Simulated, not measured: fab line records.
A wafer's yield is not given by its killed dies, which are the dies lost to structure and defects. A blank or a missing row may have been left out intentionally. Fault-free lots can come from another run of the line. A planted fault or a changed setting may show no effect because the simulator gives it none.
fab line records ; flow n5Finfet
[record] lots = 7; wafers = 21
route steps=1938 shown BEOL_M3@931 BEOL_M4@1026 BEOL_M5@1119 BEOL_M7@1266 BEOL_M8@1368
startH: the number of hours between the record's first day and the start of the first shown wafer of the lot ; waitH: hours elapsed since this lot's preceding step ; " as in the row above ; L1.1+2: one row covering several wafers at once ; - value missing, or start not given ; * or withheld: withheld ; < > ~ a bound
route shown NAME@n: names a module that has steps shown in the file, with the first one's number in the route ; usual: mean/standard deviation taken from wafers without a fault ; same: alike in all rows ; chamber/n: place in a boat ; sites: each site's reading ; _std_site: how widely they spread, as a standard deviation ; _edge_site: mean of outer sites minus mean of inner sites ; radiusMm: how far each site lies from the wafer's centre ; mask NAME#n: copy n ; behind: tool/chamber where the wafer was last shaped ; hold: cause of the lot's hold/its duration in hours/its outcome ; device: whichever transistor did not switch (one of n, p or np) ; end of line: the route-end tests of the same wafers ; where a step has no rows: the recipe by itself ; killed: count of dies lost to structure and defects at first sort (not the wafer's yield) ; map: dies across one wafer; x = killed, . = not, _ = none there
set.NAME: the run value of the setting; set.NAME@STEP: its run value at that earlier step ; model.NAME: the simulator's own value behind a step, which no gauge read
lots with deliberately changed settings; one table per step, one row per wafer
[[steps]]
[step N5_BEOL_M3_ILD_DEP_00]
[recipe] material = SiOC; targetThkA = 790; tempC = 350; precursor = DEMS/O2; pressureTorr = 5; rfW = 500; timeS = 15.3
lot.wafer;tool;chamber;startH;waitH;set.timeS;model.SiOC_of_BEOL_M3_ILD_DEP_00.thkNm
L077.1;pecvd-02;1;159.13;0.0;14.65;75
L077.4;pecvd-02;1;159.13;0.0;15.3;80.2
L077.6;pecvd-02;1;159.13;0.0;14.65;76.6
L079.3;pecvd-04;1;175.51;0.0;15.3;78.4
L079.5;pecvd-04;2;175.51;0.0;15.3;81.8
L079.6;pecvd-04;0;175.51;0.0;15.3;81
L080.2;pecvd-04;1;182.71;0.0;15.3;78
L080.3;pecvd-04;0;182.71;0.0;17.39;89.6
L080.4;pecvd-04;2;182.71;0.0;15.3;79
L083.3;pecvd-01;0;193.32;0.0;15.3;78.2
L083.4;pecvd-01;0;193.32;0.0;13.72;70.6
L083.5;pecvd-01;2;193.32;0.0;15.3;78.8
L085.1;pecvd-02;2;208.50;0.0;15.3;78.6
L085.5;pecvd-02;0;208.50;0.0;15.3;80.2
L085.6;pecvd-02;1;208.50;0.0;14.01;74.8
L088.1;pecvd-04;1;221.00;0.0;15.3;77
L088.5;pecvd-04;1;221.00;0.0;13.54;69.4
L088.6;pecvd-04;0;221.00;0.0;13.54;70
L090.1;pecvd-04;0;247.77;0.0;15.3;79
L090.3;pecvd-04;2;247.77;0.0;15.3;78.2
L090.4;pecvd-04;1;247.77;0.0;15.3;78.8
[step N5_BEOL_M3_THK_MEAS_01]
[recipe] reads = SiOC_of_BEOL_M3_ILD_DEP_00
[usual] M3_ILD_THK = 79.2/1
lot.wafer;tool;chamber;startH;waitH;set.timeS@BEOL_M3_ILD_DEP_00;M3_ILD_THK[nm]
L077.1;filmMetro-02;-;159.21;0.1;14.65;75.1
L077.4;filmMetro-02;-;159.21;0.1;15.3;80.3
L077.6;filmMetro-02;-;159.21;0.1;14.65;76.5
L079.3;filmMetro-02;-;175.57;0.1;15.3;78.4
L079.5;filmMetro-02;-;175.57;0.1;15.3;81.9
L079.6;filmMetro-02;-;175.57;0.1;15.3;81.0
L080.2;filmMetro-01;-;182.77;0.1;15.3;78.0
L080.3;filmMetro-01;-;182.77;0.1;17.39;89.7
L080.4;filmMetro-01;-;182.77;0.1;15.3;79.0
L083.3;filmMetro-02;-;193.39;0.1;15.3;78.3
L083.4;filmMetro-02;-;193.39;0.1;13.72;70.7
L083.5;filmMetro-02;-;193.39;0.1;15.3;78.9
L085.1;filmMetro-01;-;208.57;0.0;15.3;78.5
L085.5;filmMetro-01;-;208.57;0.0;15.3;80.2
L085.6;filmMetro-01;-;208.57;0.0;14.01;74.8
L088.1;filmMetro-01;-;221.08;0.1;15.3;77.0
L088.5;filmMetro-01;-;221.08;0.1;13.54;69.4
L088.6;filmMetro-01;-;221.08;0.1;13.54;70.1
L090.1;filmMetro-02;-;247.84;0.0;15.3;79.0
L090.3;filmMetro-02;-;247.84;0.0;15.3;78.2
L090.4;filmMetro-02;-;247.84;0.0;15.3;78.7
[step N5_BEOL_M3_COAT_05]
[recipe] resist = CAR-EUV; spinRpm = 1500; resistThkNm = 30
lot.wafer;tool;chamber;startH;waitH;set.spinRpm;model.CAR-EUV_of_BEOL_M3_COAT_05.thkNm
L077.1+4+6;lithoTrack-01;0;-;-;1500;30
L079.3+5+6;lithoTrack-02;0;-;-;1500;30
L080.2;lithoTrack-02;0;-;-;1348;31.6
L080.3+4;lithoTrack-02;0;-;-;1500;30
L083.3;lithoTrack-03;0;-;-;1500;29.8
L083.4;lithoTrack-03;0;-;-;1500;30
L083.5;lithoTrack-03;0;-;-;1542;29.4
L085.1+5+6;lithoTrack-03;0;-;-;1500;30
L088.1+5;lithoTrack-02;0;-;-;1500;29.8
L088.6;lithoTrack-02;0;-;-;1500;30
L090.1+3+4;lithoTrack-01;0;-;-;1500;30
[step N5_BEOL_M3_EBR_07]
[recipe] solvent = PGMEA; ebrWidthMm = 1.5
[step N5_BEOL_M3_SOFTBAKE_06]
[recipe] tempC = 110; timeS = 60; resist = CAR-EUV
[step N5_BEOL_M3_DESCUM_16]
[recipe] chemistry = O2; timeS = 7; sourcePowerW = 50; biasPowerW = 20; pressureMtorr = 20; rfFrequencyHz = 2.712e+07; tempC = 40; resist = CAR-EUV; o2FlowSccm = 225
lot.wafer;tool;chamber;startH;waitH;set.spinRpm@BEOL_M3_COAT_05;model.CAR-EUV_of_BEOL_M3_COAT_05.thkNm
L077.1;rieDiel-05;1;160.77;0.0;1500;26
L077.4+6;rieDiel-05;3,2;160.77;0.0;1500;26.2
L079.3+5+6;rieDiel-05;0,0,3;178.88;0.1;1500;26
L080.2;rieDiel-03;3;185.65;0.0;1348;27.6
L080.3;rieDiel-03;1;185.65;0.0;1500;26
L080.4;rieDiel-03;0;185.65;0.0;1500;26.2
L083.3+4;rieDiel-05;3;194.45;0.0;1500;26
L083.5;rieDiel-05;0;194.45;0.0;1542;25.6
L085.1;rieDiel-03;1;210.37;0.0;1500;26.2
L085.5+6;rieDiel-03;0,3;210.37;0.0;1500;26
L088.1+6;rieDiel-06;2;222.21;0.6;1500;26
L088.5;rieDiel-06;3;222.21;0.6;1500;25.8
L090.1+4;rieDiel-05;1,2;248.57;0.0;1500;26
L090.3;rieDiel-05;0;248.57;0.0;1500;26.2
[step N5_BEOL_M3_ETCH_74]
[recipe] chemistry = N2/H2; target = underlayer; targetDepthA = 65; maskMaterial = CAR-EUV; timeS = 5.2; ionEnergyEv = 200; pressureMtorr = 30; sourceW = 840; biasW = 150; n2FlowSccm = 200; h2FlowSccm = 200; ends = cleared
[step N5_BEOL_M3_ETCH_63]
[recipe] chemistry = CF4; target = SiARC; targetDepthA = 156; maskMaterial = CAR-EUV; timeS = 26; ionEnergyEv = 80; pressureMtorr = 40; sourceW = 545; biasW = 36; Ar_flow_sccm = 100; cf4FlowSccm = 100; ends = cleared
lot.wafer;tool;chamber;startH;waitH;set.spinRpm@BEOL_M3_COAT_05;model.CAR-EUV_of_BEOL_M3_COAT_05.thkNm
L077.1+4+6;rieDiel-05;1,3,2;160.82;0.0;1500;11.2
L079.3+6;rieDiel-05;0,3;178.93;0.0;1500;11.2
L079.5;rieDiel-05;0;178.93;0.0;1500;11
L080.2;rieDiel-03;3;185.70;0.0;1348;12.8
L080.3;rieDiel-03;1;185.70;0.0;1500;11
L080.4;rieDiel-03;0;185.70;0.0;1500;11.2
L083.3;rieDiel-05;3;194.50;0.0;1500;11
L083.4;rieDiel-05;3;194.50;0.0;1500;11.2
L083.5;rieDiel-05;0;194.50;0.0;1542;10.6
L085.1;rieDiel-03;1;210.42;0.0;1500;11.2
L085.5+6;rieDiel-03;0,3;210.42;0.0;1500;11
L088.1+5;rieDiel-06;2,3;222.26;0.0;1500;11
L088.6;rieDiel-06;2;222.26;0.0;1500;11.2
L090.1+3+4;rieDiel-05;1,0,2;248.62;0.0;1500;11.2
[step N5_BEOL_M4_COAT_62]
[recipe] resist = SiARC; tempC = 220; timeS = 60; spinRpm = 1500; resistThkNm = 12
lot.wafer;tool;chamber;startH;waitH;set.spinRpm;model.SiARC_of_BEOL_M4_COAT_62.thkNm
L077.1;lithoTrack-04;0;-;-;1387;12.6
L077.4+6;lithoTrack-04;0;-;-;1500;12
L079.3+5+6;lithoTrack-03;0;-;-;1500;12
L080.2+3;lithoTrack-05;0;-;-;1395;12.4
L080.4;lithoTrack-05;0;-;-;1500;12
L083.3+4+5;lithoTrack-05;0;-;-;1500;12
L085.1+6;lithoTrack-04;0;-;-;1500;12
L085.5;lithoTrack-04;0;-;-;1628;11.6
L088.1+5;lithoTrack-04;0;-;-;1500;12
L088.6;lithoTrack-04;0;-;-;1604;11.6
L090.1+3;lithoTrack-03;0;-;-;1500;12
L090.4;lithoTrack-03;0;-;-;1338;12.6
[step N5_BEOL_M4_COAT_73]
[recipe] resist = underlayer; tempC = 205; timeS = 60; spinRpm = 1500; resistThkNm = 5
[step N5_BEOL_M4_COAT_05]
[recipe] resist = CAR-EUV; spinRpm = 1500; resistThkNm = 30
[step N5_BEOL_M4_DESCUM_16]
[recipe] chemistry = O2; timeS = 7; sourcePowerW = 50; biasPowerW = 20; pressureMtorr = 20; rfFrequencyHz = 2.712e+07; tempC = 40; resist = CAR-EUV; o2FlowSccm = 225
[step N5_BEOL_M4_ETCH_74]
[recipe] chemistry = N2/H2; target = underlayer; targetDepthA = 65; maskMaterial = CAR-EUV; timeS = 5.2; ionEnergyEv = 200; pressureMtorr = 30; sourceW = 840; biasW = 150; n2FlowSccm = 200; h2FlowSccm = 200; ends = cleared
[step N5_BEOL_M4_ETCH_63]
[recipe] chemistry = CF4; target = SiARC; targetDepthA = 156; maskMaterial = CAR-EUV; timeS = 26; ionEnergyEv = 80; pressureMtorr = 40; sourceW = 545; biasW = 36; Ar_flow_sccm = 100; cf4FlowSccm = 100; ends = cleared
[usual] etchRfOnTimeS = 25.8/0.36
lot.wafer;tool;chamber;startH;waitH;set.spinRpm@BEOL_M4_COAT_62;etchRfOnTimeS;model.etch.depthNm;model.CAR-EUV_of_BEOL_M4_COAT_05.thkNm
L077.1;rieDiel-01;1;172.72;0.0;1387;27.0;12.59;10.8
L077.4;rieDiel-01;0;172.72;0.0;1500;25.4;12.08;11.2
L077.6;rieDiel-01;1;172.72;0.0;1500;26.0;12.08;11
L079.3;rieDiel-04;3;186.81;0.0;1500;25.3;11.98;11.2
L079.5;rieDiel-04;0;186.81;0.0;1500;25.2;11.97;11.4
L079.6;rieDiel-04;1;186.81;0.0;1500;26.3;12;11.4
L080.2;rieDiel-04;1;196.87;0.0;1395;27.3;12.38;10.8
L080.3;rieDiel-04;0;196.87;0.0;1395;26.2;12.39;10.8
L080.4;rieDiel-04;2;196.87;0.0;1500;25.6;11.96;11.2
L083.3;rieDiel-02;1;208.22;0.0;1500;25.9;11.99;11.2
L083.4;rieDiel-02;2;208.22;0.0;1500;26.1;12.03;11
L083.5;rieDiel-02;0;208.22;0.0;1500;26.3;12;11
L085.1;rieDiel-04;2;220.81;0.0;1500;25.8;11.99;11.2
L085.5;rieDiel-04;0;220.81;0.0;1628;24.2;11.56;11.4
L085.6;rieDiel-04;3;220.81;0.0;1500;25.7;12.07;11
L088.1;rieDiel-01;0;236.63;0.0;1500;25.4;12.03;11.2
L088.5;rieDiel-01;3;236.63;0.0;1500;25.5;12.05;11.2
L088.6;rieDiel-01;0;236.63;0.0;1604;24.8;11.65;11.4
L090.1;rieDiel-01;2;260.96;0.0;1500;25.8;12;11
L090.3;rieDiel-01;3;260.96;0.0;1500;25.3;12;11
L090.4;rieDiel-01;1;260.96;0.0;1338;27.0;12.68;10.6
[step N5_BEOL_M4_ETCH_64]
[recipe] chemistry = N2/H2; target = SOC; targetDepthA = 750; overetchA = 225; maskMaterial = SiARC; tempC = 40; timeS = 121.9; ionEnergyEv = 200; pressureMtorr = 30; sourceW = 840; biasW = 150; n2FlowSccm = 200; h2FlowSccm = 200
lot.wafer;tool;chamber;startH;waitH;set.spinRpm@BEOL_M4_COAT_62;model.SiARC_of_BEOL_M4_COAT_62.thkNm
L077.1;rieDiel-01;1;172.74;0.0;1387;6.8
L077.4+6;rieDiel-01;0,1;172.74;0.0;1500;6.2
L079.3;rieDiel-04;3;186.84;0.0;1500;6.2
L079.5;rieDiel-04;0;186.84;0.0;1500;6
L079.6;rieDiel-04;1;186.84;0.0;1500;6.4
L080.2;rieDiel-04;1;196.90;0.0;1395;6.8
L080.3;rieDiel-04;0;196.90;0.0;1395;6.4
L080.4;rieDiel-04;2;196.90;0.0;1500;6.2
L083.3;rieDiel-02;1;208.25;0.0;1500;6.2
L083.4+5;rieDiel-02;2,0;208.25;0.0;1500;6.4
L085.1+6;rieDiel-04;2,3;220.84;0.0;1500;6.4
L085.5;rieDiel-04;0;220.84;0.0;1628;5.6
L088.1+5;rieDiel-01;0,3;236.66;0.0;1500;6.2
L088.6;rieDiel-01;0;236.66;0.0;1604;5.8
L090.1+3;rieDiel-01;2,3;260.98;0.0;1500;6.2
L090.4;rieDiel-01;1;260.98;0.0;1338;7
[step N5_BEOL_M5_COAT_71]
[recipe] resist = underlayer; tempC = 205; timeS = 60; spinRpm = 1500; resistThkNm = 5
lot.wafer;tool;chamber;startH;waitH;set.spinRpm;model.underlayer_of_BEOL_M5_COAT_71.thkNm
L077.1+4+6;lithoTrack-05;0;-;-;1500;5
L079.3+5+6;lithoTrack-01;0;-;-;1500;5
L080.2+3+4;lithoTrack-05;0;-;-;1500;5
L083.3+4+5;lithoTrack-01;0;-;-;1500;5
L085.1+5;lithoTrack-05;0;-;-;1500;5
L085.6;lithoTrack-05;0;-;-;1545;5
L088.1+6;lithoTrack-01;0;-;-;1500;5
L088.5;lithoTrack-01;0;-;-;1394;5.2
L090.1;lithoTrack-01;0;-;-;1500;5
L090.3+4;lithoTrack-01;0;-;-;1339;5.4
[step N5_BEOL_M5_COAT_05]
[recipe] resist = CAR-EUV; spinRpm = 1500; resistThkNm = 30
[step N5_BEOL_M5_EBR_07]
[recipe] solvent = PGMEA; ebrWidthMm = 1.5
[step N5_BEOL_M5_DESCUM_16]
[recipe] chemistry = O2; timeS = 7; sourcePowerW = 50; biasPowerW = 20; pressureMtorr = 20; rfFrequencyHz = 2.712e+07; tempC = 40; resist = CAR-EUV; o2FlowSccm = 225
[step N5_BEOL_M5_ETCH_72]
[recipe] chemistry = N2/H2; target = underlayer; targetDepthA = 65; maskMaterial = CAR-EUV; timeS = 5.2; ionEnergyEv = 200; pressureMtorr = 30; sourceW = 840; biasW = 150; n2FlowSccm = 200; h2FlowSccm = 200; ends = cleared
lot.wafer;tool;chamber;startH;waitH;set.spinRpm@BEOL_M5_COAT_71;model.etch.depthNm
L077.1;rieDiel-03;2;186.61;0.0;1500;4.986
L077.4;rieDiel-03;0;186.61;0.0;1500;5.012
L077.6;rieDiel-03;3;186.61;0.0;1500;5.01
L079.3;rieDiel-06;3;201.05;0.0;1500;4.97
L079.5;rieDiel-06;2;201.05;0.0;1500;4.988
L079.6;rieDiel-06;1;201.05;0.0;1500;4.989
L080.2;rieDiel-05;0;208.27;0.0;1500;4.984
L080.3;rieDiel-05;1;208.27;0.0;1500;4.992
L080.4;rieDiel-05;3;208.27;0.0;1500;4.99
L083.3;rieDiel-06;0;220.55;0.0;1500;5.03
L083.4;rieDiel-06;1;220.55;0.0;1500;5.031
L083.5;rieDiel-06;0;220.55;0.0;1500;5.016
L085.1;rieDiel-06;0;237.15;0.0;1500;4.993
L085.5;rieDiel-06;3;237.15;0.0;1500;4.992
L085.6;rieDiel-06;2;237.15;0.0;1545;4.914
L088.1;rieDiel-05;2;247.49;0.0;1500;5.026
L088.5;rieDiel-05;1;247.49;0.0;1394;5.2
L088.6;rieDiel-05;0;247.49;0.0;1500;5.004
L090.1;rieDiel-05;2;272.57;0.0;1500;5.004
L090.3;rieDiel-05;3;272.57;0.0;1339;5.305
L090.4;rieDiel-05;0;272.57;0.0;1339;5.314
[step N5_BEOL_M7_PECVD_70]
[recipe] material = SiO2; targetThkA = 200; tempC = 400; precursor = TEOS/O2; pressureTorr = 5.5; rfW = 450; teosFlowSccm = 53.8; gas = O2; flowSccm = 3000; timeS = 22.7
lot.wafer;tool;chamber;startH;waitH;set.timeS;model.SiO2_of_BEOL_M7_PECVD_70.thkNm
L077.1;pecvd-02;2;209.23;0.0;22.7;19.6
L077.4;pecvd-02;2;209.23;0.0;22.7;20.2
L077.6;pecvd-02;0;209.23;0.0;22.7;19.8
L079.3+5+6;pecvd-02;2,1,0;217.01;0.0;22.7;20
L080.2;pecvd-02;2;223.66;0.0;22.7;20
L080.3;pecvd-02;0;223.66;0.0;22.7;19.8
L080.4;pecvd-02;0;223.66;0.0;22.7;20.2
L083.3;pecvd-02;2;236.65;0.0;22.7;19.6
L083.4;pecvd-02;1;236.65;0.0;22.7;20.2
L083.5;pecvd-02;2;236.65;0.0;22.7;20.4
L085.1;pecvd-04;1;256.44;0.0;25.17;22
L085.5;pecvd-04;1;256.44;0.0;22.7;20.4
L085.6;pecvd-04;2;256.44;0.0;25.17;22.2
L088.1;pecvd-02;2;264.11;0.0;22.7;20.2
L088.5;pecvd-02;1;264.11;0.0;24.56;21.8
L088.6;pecvd-02;2;264.11;0.0;22.7;20.4
L090.1;pecvd-01;2;293.94;0.0;21.18;18.6
L090.3;pecvd-01;1;293.94;0.0;22.7;20
L090.4;pecvd-01;2;293.94;0.0;21.18;19
[step N5_BEOL_M7_COAT_05]
[recipe] resist = CAR-ArF; spinRpm = 1500; resistThkNm = 90
lot.wafer;tool;chamber;startH;waitH;set.spinRpm;model.CAR-ArF_of_BEOL_M7_COAT_05.thkNm
L077.1;lithoTrack-04;0;-;-;1446;92
L077.4;lithoTrack-04;0;-;-;1500;90.2
L077.6;lithoTrack-04;0;-;-;1446;92.2
L079.3+5;lithoTrack-05;0;-;-;1500;90
L079.6;lithoTrack-05;0;-;-;1500;89.8
L080.2;lithoTrack-04;0;-;-;1500;90.4
L080.3+4;lithoTrack-04;0;-;-;1397;93.6
L083.3+4;lithoTrack-02;0;-;-;1500;89.8
L083.5;lithoTrack-02;0;-;-;1500;89.6
L085.1;lithoTrack-02;0;-;-;1500;89.2
L085.5+6;lithoTrack-02;0;-;-;1500;89.6
L088.1+5+6;lithoTrack-02;0;-;-;1500;89.6
L090.1;lithoTrack-04;0;-;-;1432;91.8
L090.3;lithoTrack-04;0;-;-;1500;90
L090.4;lithoTrack-04;0;-;-;1500;89.4
[step N5_BEOL_M7_EBR_07]
[recipe] solvent = PGMEA; ebrWidthMm = 1.5
[step N5_BEOL_M7_SOFTBAKE_06]
[recipe] tempC = 110; timeS = 60; resist = CAR-ArF
[step N5_BEOL_M7_EXPOSE_08]
[recipe] maskId = M7; na = 1.35; sourceShape = dipole; sigmaInner = 0.817; sigmaOuter = 0.97; polarization = te; doseMj = 68.25
[step N5_BEOL_M7_PEB_09]
[recipe] pebTempC = withheld; pebTimeS = 60; resist = CAR-ArF
[step N5_BEOL_M7_DEVELOP_10]
[recipe] developTimeS = 30; developer = TMAH; resist = CAR-ArF; rinseLiquid = diw; dry = airSpin; devTempC = 23
lot.wafer;tool;chamber;startH;waitH;set.spinRpm@BEOL_M7_COAT_05;model.CAR-ArF_of_BEOL_M7_COAT_05.thkNm
L077.1;lithoTrack-04;0;-;-;1446;90.4
L077.4;lithoTrack-04;0;-;-;1500;88.4
L077.6;lithoTrack-04;0;-;-;1446;90.6
L079.3+5;lithoTrack-05;0;-;-;1500;88.2
L079.6;lithoTrack-05;0;-;-;1500;88
L080.2;lithoTrack-04;0;-;-;1500;88.6
L080.3+4;lithoTrack-04;0;-;-;1397;91.8
L083.3+4;lithoTrack-02;0;-;-;1500;88.2
L083.5;lithoTrack-02;0;-;-;1500;88
L085.1;lithoTrack-04;0;-;-;1500;87.6
L085.5;lithoTrack-04;0;-;-;1500;87.8
L085.6;lithoTrack-04;0;-;-;1500;88
L088.1+6;lithoTrack-02;0;-;-;1500;88
L088.5;lithoTrack-02;0;-;-;1500;87.8
L090.1;lithoTrack-04;0;-;-;1432;90.2
L090.3;lithoTrack-04;0;-;-;1500;88.2
L090.4;lithoTrack-04;0;-;-;1500;87.6
[step N5_BEOL_M7_DESCUM_16]
[recipe] chemistry = O2; timeS = 7.9; sourcePowerW = 50; biasPowerW = 20; pressureMtorr = 20; rfFrequencyHz = 2.712e+07; tempC = 40; resist = CAR-ArF; o2FlowSccm = 225
lot.wafer;tool;chamber;startH;waitH;set.spinRpm@BEOL_M7_COAT_05;model.CAR-ArF_of_BEOL_M7_COAT_05.thkNm
L077.1;rieDiel-05;2;210.58;0.0;1446;85.6
L077.4;rieDiel-05;1;210.58;0.0;1500;83.6
L077.6;rieDiel-05;2;210.58;0.0;1446;85.8
L079.3+5;rieDiel-05;0,3;220.18;0.7;1500;83.4
L079.6;rieDiel-05;1;220.18;0.7;1500;83.2
L080.2;rieDiel-05;0;225.21;0.0;1500;83.8
L080.3+4;rieDiel-05;3,0;225.21;0.0;1397;87
L083.3+4;rieDiel-06;2,3;237.44;0.0;1500;83.4
L083.5;rieDiel-06;3;237.44;0.0;1500;83.2
L085.1;rieDiel-05;1;257.39;0.0;1500;82.8
L085.5;rieDiel-05;2;257.39;0.0;1500;83
L085.6;rieDiel-05;3;257.39;0.0;1500;83.2
L088.1+5;rieDiel-06;0,2;264.88;0.1;1500;83
L088.6;rieDiel-06;1;264.88;0.1;1500;83.2
L090.1;rieDiel-03;3;294.46;0.0;1432;85.2
L090.3;rieDiel-03;0;294.46;0.0;1500;83.4
L090.4;rieDiel-03;3;294.46;0.0;1500;82.8
[step N5_BEOL_M7_ETCH_61]
[recipe] chemistry = CF4; target = SiARC; targetDepthA = 455; maskMaterial = CAR-ArF; timeS = 75.8; ionEnergyEv = 80; pressureMtorr = 40; sourceW = 545; biasW = 36; Ar_flow_sccm = 100; cf4FlowSccm = 100; ends = cleared
[usual] etchRfOnTimeS = 76.4/1.2; rfVppV = 184.2/1
lot.wafer;tool;chamber;startH;waitH;set.sourceW;etchRfOnTimeS;rfVppV
L077.1;rieDiel-05;2;210.61;0.0;545;77.5;184.9
L077.4;rieDiel-05;1;210.61;0.0;545;73.7;185.5
L077.6;rieDiel-05;2;210.61;0.0;486.1;85.7;191.0
L079.3;rieDiel-05;0;220.22;0.0;545;76.2;184.4
L079.5;rieDiel-05;3;220.22;0.0;545;77.4;184.4
L079.6;rieDiel-05;1;220.22;0.0;545;74.0;186.3
L080.2;rieDiel-05;0;225.25;0.0;545;76.2;184.2
L080.3;rieDiel-05;3;225.25;0.0;619.4;68.4;176.4
L080.4;rieDiel-05;0;225.25;0.0;545;76.1;183.9
L083.3;rieDiel-06;2;237.47;0.0;545;77.5;183.3
L083.4;rieDiel-06;3;237.47;0.0;545;75.8;184.0
L083.5;rieDiel-06;3;237.47;0.0;606.3;69.0;177.1
L085.1;rieDiel-05;1;257.43;0.0;545;73.5;185.3
L085.5;rieDiel-05;2;257.43;0.0;545;75.8;183.7
L085.6;rieDiel-05;3;257.43;0.0;545;76.8;185.1
L088.1;rieDiel-06;0;264.91;0.0;616.7;67.6;175.0
L088.5;rieDiel-06;2;264.91;0.0;545;76.7;183.9
L088.6;rieDiel-06;1;264.91;0.0;545;75.3;183.2
L090.1;rieDiel-03;3;294.50;0.0;481.8;85.0;192.6
L090.3;rieDiel-03;0;294.50;0.0;545;77.4;184.4
L090.4;rieDiel-03;3;294.50;0.0;481.8;85.3;192.1
[step N5_BEOL_M8_DESCUM_33]
[recipe] chemistry = O2; timeS = 7; sourcePowerW = 50; biasPowerW = 20; pressureMtorr = 20; rfFrequencyHz = 2.712e+07; tempC = 40; resist = CAR-EUV; o2FlowSccm = 225
lot.wafer;tool;chamber;startH;waitH;set.timeS;model.CAR-EUV_of_BEOL_M8_COAT_22.thkNm
L077.1+6;rieDiel-01;3,0;220.98;0.1;7;26
L077.4;rieDiel-01;2;220.98;0.1;5.791;26.6
L079.3+6;rieDiel-02;3,2;228.31;0.1;7;26
L079.5;rieDiel-02;1;228.31;0.1;7;26.2
L080.2;rieDiel-02;0;233.71;0.0;7;26.2
L080.3+4;rieDiel-02;3,1;233.71;0.0;5.478;27
L083.3+5;rieDiel-02;3;248.32;0.5;7;26.2
L083.4;rieDiel-02;2;248.32;0.5;8.535;25.4
L085.1;rieDiel-01;2;266.21;0.0;8.137;25.4
L085.5+6;rieDiel-01;2,3;266.21;0.0;7;26
L088.1;rieDiel-02;2;274.78;0.0;7;26
L088.5+6;rieDiel-02;2,3;274.78;0.0;7;26.2
L090.1;rieDiel-04;1;301.67;0.0;7.77;25.6
L090.3+4;rieDiel-04;0,3;301.67;0.0;7;26
[[key]]
[split] step = N5_BEOL_M3_ILD_DEP_00; setting = timeS; stated = 15.3; by = wafer
[response] step = N5_BEOL_M3_ILD_DEP_00; reading = model.SiOC_of_BEOL_M3_ILD_DEP_00.thkNm; change = +0.728; per = 1%; r = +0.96
[response] step = N5_BEOL_M3_THK_MEAS_01; reading = M3_ILD_THK; change = +0.731; per = 1%; r = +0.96
[split] step = N5_BEOL_M3_COAT_05; setting = spinRpm; stated = 1500; by = wafer
[response] step = N5_BEOL_M3_COAT_05; reading = model.CAR-EUV_of_BEOL_M3_COAT_05.thkNm; change = -0.159; per = 1%; r = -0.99
[response] step = N5_BEOL_M3_DESCUM_16; reading = model.CAR-EUV_of_BEOL_M3_COAT_05.thkNm; change = -0.148; per = 1%; r = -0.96
[response] step = N5_BEOL_M3_ETCH_63; reading = model.CAR-EUV_of_BEOL_M3_COAT_05.thkNm; change = -0.169; per = 1%; r = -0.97
[split] step = N5_BEOL_M4_COAT_62; setting = spinRpm; stated = 1500; by = wafer
[response] step = N5_BEOL_M4_COAT_62; reading = model.SiARC_of_BEOL_M4_COAT_62.thkNm; change = -0.0582; per = 1%; r = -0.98
[response] step = N5_BEOL_M4_ETCH_63; reading = etchRfOnTimeS; change = *; per = 1%; r = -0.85
[response] step = N5_BEOL_M4_ETCH_63; reading = model.etch.depthNm; change = -0.061; per = 1%; r = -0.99
[response] step = N5_BEOL_M4_ETCH_63; reading = model.CAR-EUV_of_BEOL_M4_COAT_05.thkNm; change = +0.0388; per = 1%; r = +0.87
[response] step = N5_BEOL_M4_ETCH_64; reading = model.SiARC_of_BEOL_M4_COAT_62.thkNm; change = -0.0745; per = 1%; r = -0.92
[split] step = N5_BEOL_M5_COAT_71; setting = spinRpm; stated = 1500; by = wafer
[response] step = N5_BEOL_M5_COAT_71; reading = model.underlayer_of_BEOL_M5_COAT_71.thkNm; change = -0.0328; per = 1%; r = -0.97
[response] step = N5_BEOL_M5_ETCH_72; reading = model.etch.depthNm; change = -0.0277; per = 1%; r = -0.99
[split] step = N5_BEOL_M7_PECVD_70; setting = timeS; stated = 22.7; by = wafer
[response] step = N5_BEOL_M7_PECVD_70; reading = model.SiO2_of_BEOL_M7_PECVD_70.thkNm; change = +0.169; per = 1%; r = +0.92
[split] step = N5_BEOL_M7_COAT_05; setting = spinRpm; stated = 1500; by = wafer
[response] step = N5_BEOL_M7_COAT_05; reading = model.CAR-ArF_of_BEOL_M7_COAT_05.thkNm; change = -0.475; per = 1%; r = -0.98
[response] step = N5_BEOL_M7_DEVELOP_10; reading = model.CAR-ArF_of_BEOL_M7_COAT_05.thkNm; change = -0.495; per = 1%; r = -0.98
[response] step = N5_BEOL_M7_DESCUM_16; reading = model.CAR-ArF_of_BEOL_M7_COAT_05.thkNm; change = -0.484; per = 1%; r = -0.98
[split] step = N5_BEOL_M7_ETCH_61; setting = sourceW; stated = 545; by = wafer
[response] step = N5_BEOL_M7_ETCH_61; reading = etchRfOnTimeS; change = *; per = 1%; r = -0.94
[response] step = N5_BEOL_M7_ETCH_61; reading = rfVppV; change = -0.603; per = 1%; r = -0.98
[split] step = N5_BEOL_M8_DESCUM_33; setting = timeS; stated = 7; by = wafer
[response] step = N5_BEOL_M8_DESCUM_33; reading = model.CAR-EUV_of_BEOL_M8_COAT_22.thkNm; change = -0.0363; per = 1%; r = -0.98
